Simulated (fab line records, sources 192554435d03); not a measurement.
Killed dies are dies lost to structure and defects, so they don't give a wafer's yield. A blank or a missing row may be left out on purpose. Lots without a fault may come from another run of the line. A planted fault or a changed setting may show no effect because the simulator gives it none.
Tool commonality check | flow n5_finfet | 12 lots, 33 wafers sampled

WHY IT WAS OPENED
At N5_HKMG_FIN_CD_MEAS_12 the reading cd_nm is flagged on 2 of 12 lots. Wafers without a fault read 93.0 nm, standard deviation 0.7.
Rule: a lot is flagged when every wafer of it that has a number lies more than 4 standard deviations from that mean, or none has a number. The other lots count as sound.

lot  | measured    | on        | cd_nm (nm), wafer by wafer | flag
L537 | day 4 08:04 | cd_sem-03 | 91.9 92.5 92.7             |
L538 | day 4 14:40 | cd_sem-03 | 92.9 91.9 92.6             |
L540 | day 5 01:46 | cd_sem-02 | 92.9 94.7 93.3             |
L542 | day 5 14:29 | cd_sem-01 | 104.1 104.6 103.8          | FLAGGED
L543 | day 6 02:16 | cd_sem-03 | 101.3 101.7 102.3          | FLAGGED
L551 | day 7 20:50 | cd_sem-02 | 93.1 93.7 93.6             |
L552 | day 8 02:47 | cd_sem-02 | 92.4 93.3                  |
L553 | day 8 06:59 | cd_sem-02 | 93.3 93.6 93.3             |
L555 | day 8 23:45 | cd_sem-01 | 92.7 91.8                  |
L557 | day 9 14:50 | cd_sem-03 | 93.4 92.9 93.1             |
L559 | day 9 23:14 | cd_sem-01 | 94.6 93.3 93.4             |
L558 | day 9 23:59 | cd_sem-03 | 92.1 91.6                  |
The numbers of the flagged lots are 103.0 nm on average: +10.0 nm against the usual, or +14 standard deviations.

WHICH TOOL RAN EACH LOT
The record holds 4 process steps before the reading, out of a route of 1938 steps. In each cell: the tool, then ch and the chambers that the sampled wafers went through, then the start.
lot  | flag    | N5_HKMG_FIN_ETCH_54               | N5_HKMG_FIN_ALD_79                 | N5_HKMG_FIN_PWFM_ALD_03            | N5_HKMG_FIN_EXPOSE_09
L537 |         | rie_diel-01 ch 1,2,3, day 4 04:48 | ald_metal-01 ch 0,1,3, day 4 06:08 | ald_metal-03 ch 1,2, day 4 07:13   | arfi_scanner-02 ch 0, day 4 07:56
L538 |         | rie_diel-05 ch 1,2,3, day 4 11:28 | ald_metal-04 ch 1,2,3, day 4 12:48 | ald_metal-01 ch 0,1,3, day 4 13:58 | arfi_scanner-02 ch 0, day 4 14:33
L540 |         | rie_diel-05 ch 0,1,3, day 4 22:30 | ald_metal-01 ch 1,3, day 4 23:50   | ald_metal-01 ch 1,2,3, day 5 00:56 | arfi_scanner-01 ch 0, day 5 01:38
L542 | FLAGGED | rie_diel-06 ch 0,1, day 5 11:20   | ald_metal-03 ch 0,1, day 5 12:40   | ald_metal-04 ch 1,3, day 5 13:46   | arfi_scanner-02 ch 0, day 5 14:22
L543 | FLAGGED | rie_diel-01 ch 2,3, day 5 23:02   | ald_metal-01 ch 1,2,3, day 6 00:24 | ald_metal-04 ch 0,3, day 6 01:33   | arfi_scanner-02 ch 0, day 6 02:08
L551 |         | rie_diel-06 ch 1,2,3, day 7 17:43 | ald_metal-03 ch 1,2,3, day 7 19:02 | ald_metal-03 ch 0,1,2, day 7 20:07 | arfi_scanner-01 ch 0, day 7 20:43
L552 |         | rie_diel-06 ch 1,2, day 7 23:37   | ald_metal-03 ch 0,2, day 8 00:56   | ald_metal-04 ch 1,3, day 8 02:04   | arfi_scanner-01 ch 0, day 8 02:40
L553 |         | rie_diel-01 ch 0,1,2, day 8 03:43 | ald_metal-04 ch 0,2,3, day 8 05:03 | ald_metal-01 ch 2,3, day 8 06:16   | arfi_scanner-01 ch 0, day 8 06:52
L555 |         | rie_diel-01 ch 1,3, day 8 20:12   | ald_metal-03 ch 0,2, day 8 21:36   | ald_metal-01 ch 2,3, day 8 22:53   | arfi_scanner-01 ch 0, day 8 23:38
L557 |         | rie_diel-06 ch 0,1,2, day 9 11:43 | ald_metal-04 ch 0,1,3, day 9 13:03 | ald_metal-04 ch 0,2, day 9 14:08   | arfi_scanner-01 ch 0, day 9 14:43
L559 |         | rie_diel-06 ch 2,3, day 9 20:05   | ald_metal-03 ch 2,3, day 9 21:26   | ald_metal-03 ch 0,1, day 9 22:32   | arfi_scanner-01 ch 0, day 9 23:07
L558 |         | rie_diel-01 ch 1,2, day 9 20:48   | ald_metal-01 ch 2,3, day 9 22:08   | ald_metal-01 ch 2, day 9 23:16     | arfi_scanner-01 ch 0, day 9 23:53
What these steps do:
- N5_HKMG_FIN_ETCH_54: etches SiARC in CF4, target depth 45.5 nm, time 75.8 s.
- N5_HKMG_FIN_ALD_79: deposits TiN, target thk 1.5 nm, pulse time 1 s, purge time 3 s.
- N5_HKMG_FIN_PWFM_ALD_03: deposits TiN, target thk 2 nm, pulse time 1 s, purge time 3 s.
- N5_HKMG_FIN_EXPOSE_09: exposes mask NWFM.
- N5_HKMG_FIN_CD_MEAS_12: target cd 92.8 nm.

FLAGGED OVER TOTAL, TOOL BY TOOL (the gauges that took the reading come last)
step                    | tool            | lots run | flagged | share of the flagged lots | sound lots run after its first flagged lot
N5_HKMG_FIN_ETCH_54     | rie_diel-01     | 5        | 1       | some                      | 3 (L553,L555,L558)
N5_HKMG_FIN_ETCH_54     | rie_diel-05     | 2        | 0       | none                      | -
N5_HKMG_FIN_ETCH_54     | rie_diel-06     | 5        | 1       | some                      | 4 (L551,L552,L557,L559)
N5_HKMG_FIN_ALD_79      | ald_metal-01    | 4        | 1       | some                      | 1 (L558)
N5_HKMG_FIN_ALD_79      | ald_metal-03    | 5        | 1       | some                      | 4 (L551,L552,L555,L559)
N5_HKMG_FIN_ALD_79      | ald_metal-04    | 3        | 0       | none                      | -
N5_HKMG_FIN_PWFM_ALD_03 | ald_metal-01    | 5        | 0       | none                      | -
N5_HKMG_FIN_PWFM_ALD_03 | ald_metal-03    | 3        | 0       | none                      | -
N5_HKMG_FIN_PWFM_ALD_03 | ald_metal-04    | 4        | 2       | all                       | 2 (L552,L557)
N5_HKMG_FIN_EXPOSE_09   | arfi_scanner-01 | 8        | 0       | none                      | -
N5_HKMG_FIN_EXPOSE_09   | arfi_scanner-02 | 4        | 2       | all                       | 0
N5_HKMG_FIN_CD_MEAS_12  | cd_sem-01       | 3        | 1       | some                      | 2 (L555,L559)
N5_HKMG_FIN_CD_MEAS_12  | cd_sem-02       | 4        | 0       | none                      | -
N5_HKMG_FIN_CD_MEAS_12  | cd_sem-03       | 5        | 1       | some                      | 2 (L557,L558)

WHAT THE TABLE ALLOWS
2 rows of the table ran every flagged lot: ald_metal-04 at N5_HKMG_FIN_PWFM_ALD_03, arfi_scanner-02 at N5_HKMG_FIN_EXPOSE_09.
- ald_metal-04 at N5_HKMG_FIN_PWFM_ALD_03: 2 of its 4 lots flagged. Sound lots ran on it after the first flagged one (L552, L557), which a lasting fault on the whole tool wouldn't allow.
- arfi_scanner-02 at N5_HKMG_FIN_EXPOSE_09: 2 of its 4 lots flagged. Its last sound lot is L538 (day 4 14:33), its first flagged lot L542 (day 5 14:22): a fault that began between those two fits. Its own readings lie more than 4 standard deviations out on every wafer of the flagged lots: exposure_dose_mJ_cm2.
One tool is left: arfi_scanner-02 at N5_HKMG_FIN_EXPOSE_09.

WHAT THE SIMULATOR HAD PUT IN
Process parameter drift: arfi_scanner-02, from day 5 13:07 on, at N5_HKMG_FIN_EXPOSE_09. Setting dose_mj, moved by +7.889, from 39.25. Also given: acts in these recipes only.
Lots struck among those shown: L542, L543. The rule above found the same.
